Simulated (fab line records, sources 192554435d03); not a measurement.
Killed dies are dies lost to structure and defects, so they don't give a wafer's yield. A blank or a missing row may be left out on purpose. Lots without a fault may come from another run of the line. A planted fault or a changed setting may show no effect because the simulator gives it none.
Which tool did it? | flow n5_finfet | 12 lots, 34 wafers sampled, at 2 steps of a route of 1938

WHAT THE GAUGES READ, wafer by wafer
N5_WELL_APT_INSPECT_27: inspects for defects (macro).
lot  | measured    | on                | raw_defect_count
L862 | day 1 21:41 | defect_inspect-01 | 0 0 4
L864 | day 2 08:53 | defect_inspect-02 | 1 2 1
L865 | day 2 16:25 | defect_inspect-01 | 2 1 0
L871 | day 4 02:49 | defect_inspect-02 | 1 0
L872 | day 4 08:53 | defect_inspect-01 | 3 2
L873 | day 4 14:53 | defect_inspect-01 | 1 0 3
L876 | day 5 08:55 | defect_inspect-02 | 2 3 0
L877 | day 5 14:45 | defect_inspect-01 | 1 2 4
L879 | day 6 02:58 | defect_inspect-02 | 3 3 3
L882 | day 6 20:56 | defect_inspect-02 | 1 0 1
L883 | day 7 03:27 | defect_inspect-01 | 3 3 1
L884 | day 7 09:10 | defect_inspect-01 | 1 4 0

N5_PMOS_HMC_CHANNEL_EPI_OVL_MEAS_10.
lot  | measured    | on         | PMOS_HMC_BLK_OVL (nm)
L862 | day 1 23:49 | overlay-02 | 0.9 -0.3 -0.2
L864 | day 2 10:55 | overlay-01 | 0.7 0.2 1.7
L865 | day 2 19:43 | overlay-02 | 1.1 -0.8 0.5
L871 | day 4 05:13 | overlay-01 | -0.4 0.3
L872 | day 4 11:11 | overlay-01 | 0.4 1.2
L873 | day 4 17:10 | overlay-01 | -0.2 1.8 0.9
L876 | day 5 11:18 | overlay-01 | -0.7 -0.1 1.2
L877 | day 5 16:55 | overlay-01 | -0.2 -0.2 -0.5
L879 | day 6 05:08 | overlay-02 | 0.2 0.4 -0.6
L882 | day 6 22:59 | overlay-01 | 0.7 -0.6 0.8
L883 | day 7 05:57 | overlay-02 | 1.2 -0.4 -0.6
L884 | day 7 11:20 | overlay-01 | 1.6 -0.1 -0.6

WHICH TOOL RAN EACH LOT (tool, then ch and the chambers of the sampled wafers, then the start)
The record holds no process step before these readings.

WHAT THE TOOLS THEMSELVES READ (means of the sampled wafers that have a number; where no wafer has one, the mark that the record gives instead)
The record holds no such reading with a usual standard deviation.

THE ANSWER, worked out from the rows above alone
Rule: what is usual is taken from the lots themselves. Put in order of their means at a reading, lots are off if they are a third of the lots or fewer, leave a main group of 4 or more, and stand apart from it by a gap of 3 or more times the standard deviation of the main group's means; of several such gaps the widest counts. A main group whose means are all the same, to the digits that the tables above print for the reading, isn't used. A lot without any number at a reading at which 4 lots or more have one is off too. The other lots that the step has rows for count as sound. The gauges are gone through in route order, then the tools' own readings, and for those a lot's mean is taken as printed above. The first step at which some lot is off is used, and at that step the reading that is off furthest; a lot without a number counts as furthest.
No lot is off at any reading shown: from this, nothing can be told.

WHAT THE SIMULATOR HAD PUT IN
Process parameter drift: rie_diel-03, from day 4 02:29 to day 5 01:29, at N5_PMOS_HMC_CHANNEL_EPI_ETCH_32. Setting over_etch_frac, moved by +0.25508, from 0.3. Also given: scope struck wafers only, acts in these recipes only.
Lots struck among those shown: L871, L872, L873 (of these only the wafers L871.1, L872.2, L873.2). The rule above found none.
